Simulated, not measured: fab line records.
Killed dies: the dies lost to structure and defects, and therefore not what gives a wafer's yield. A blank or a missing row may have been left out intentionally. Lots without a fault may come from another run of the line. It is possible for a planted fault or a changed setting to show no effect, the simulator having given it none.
Struck lot and sound lot, side by side	flow nand_harc	14 steps out of a route of 1159
Sound: the wafers L252.3, L252.4, L252.5. Struck: wafers L264.2, L264.3, L264.6. Last of all comes the cause.
Order at every step that has rows: each side's tool, ch and its chambers, its first start. Under that, the readings that differ: sound wafers	struck wafers	difference of the means	sigmas: that difference in standard deviations of wafers without a fault.
alike: readings with means less than 2 such deviations apart, plus words and numbers identical on both sides. not compared: withheld readings, readings lacking a value on some wafer, bounds such as >300 that could conceal the same value, and numbers that have no deviation in the record and whose values overlap.
A row with sigmas, a row that says differs or no value, or rows on one side alone: a step with any of these is where the two part. When numbers do not overlap yet have no deviation, they are printed without sigmas and do not part them. Lack of a reading on every wafer of one side parts them only where that side has two or more wafers.

first, 3 steps without rows for these wafers: NHARC_P_M0_DESCUM_14 (chemistry O2, time 3 s); NHARC_P_M0_ETCH_34 (etches the open film in N2/H2, target depth 40 nm, overetch 12 nm, time 43.94 s); NHARC_P_M0_ETCH_15 (etches the open film in C4F8/Ar, target depth 150 nm, overetch 15 nm, time 82.5 s).
NHARC_P_M0_CD_MEAS_16:
  sound on cd_sem-03 at day 7 19:29; struck on cd_sem-03 at day 10 00:59
  alike: cd_nm
NHARC_P_M0_STRIP_18: strips in N2/H2.
  sound on rie_diel-07 ch 0,2, day 7 19:36; struck on rie_diel-06 ch 1,3, day 10 01:05
  alike: drypump_motor_current_A, oes_product_au, rf_vpp_V, showerhead_plenum_p_Torr, throttle_valve_pct
  not compared: rf_hours_counter_h
then, 1 step without rows for these wafers: NHARC_P_M0_STRIP_19 (strips in post etch residue remover, time 600 s).
NHARC_P_M0_DEGAS_28: time 60 s.
  sound on pvd_sputter-02 at day 7 20:10; struck on pvd_sputter-03 at day 10 01:36
reading	sound	struck	difference	sigmas
heater_power_w (W)	351 447 431	340 304 337	-83	-2
NHARC_P_M0_PRE_CLEAN_29: time 30 s.
  sound on pvd_sputter-02; struck on pvd_sputter-03
  alike: heater_power_w
then, 1 step without rows for these wafers: NHARC_P_M0_PVD_20 (deposits TaN, target thk 5 nm, time 8.06 s).
NHARC_P_M0_PVD_21: deposits Cu, target thk 30 nm, time 20.49 s.
  sound on pvd_sputter-02; struck on pvd_sputter-03
  alike: throttle_valve_pct
then, 1 step without rows for these wafers: NHARC_P_M0_ECD_22 (material Cu, target thk 400 nm).
NHARC_P_M0_ANNEAL_30: time 90 s.
  sound on rtp_anneal-02 ch 0, day 7 21:07; struck on rtp_anneal-01 ch 0, day 10 02:24
  alike: wafer_temp_C_max
NHARC_P_M0_CMP_23: polishes, t overpolish 20 s, target thk 117.53 nm.
  sound on cmp-04 ch 0,3, day 7 21:23; struck on cmp-01 ch 1,2,3, day 10 02:44
  no value came back on the struck wafers for edge_zone_pressure_frac, motor_current_A (A), time_to_endpoint_s (s); on the sound wafers edge_zone_pressure_frac reads 1.008 1.006 1.011
NHARC_P_M0_THK_MEAS_24: measures by xrf.
  sound on film_metro-02 at day 7 21:41; struck on film_metro-01 at day 10 03:10
reading	sound	struck	difference	sigmas
thk_nm (nm)	115.8 116.8 118.5	388.4 399.7 400.5	+279.2	+99 or more
  not compared: hold

WHERE THEY PART
First at NHARC_P_M0_DEGAS_28; last, within this record, at NHARC_P_M0_THK_MEAS_24.

WHY: the cause the simulator had injected
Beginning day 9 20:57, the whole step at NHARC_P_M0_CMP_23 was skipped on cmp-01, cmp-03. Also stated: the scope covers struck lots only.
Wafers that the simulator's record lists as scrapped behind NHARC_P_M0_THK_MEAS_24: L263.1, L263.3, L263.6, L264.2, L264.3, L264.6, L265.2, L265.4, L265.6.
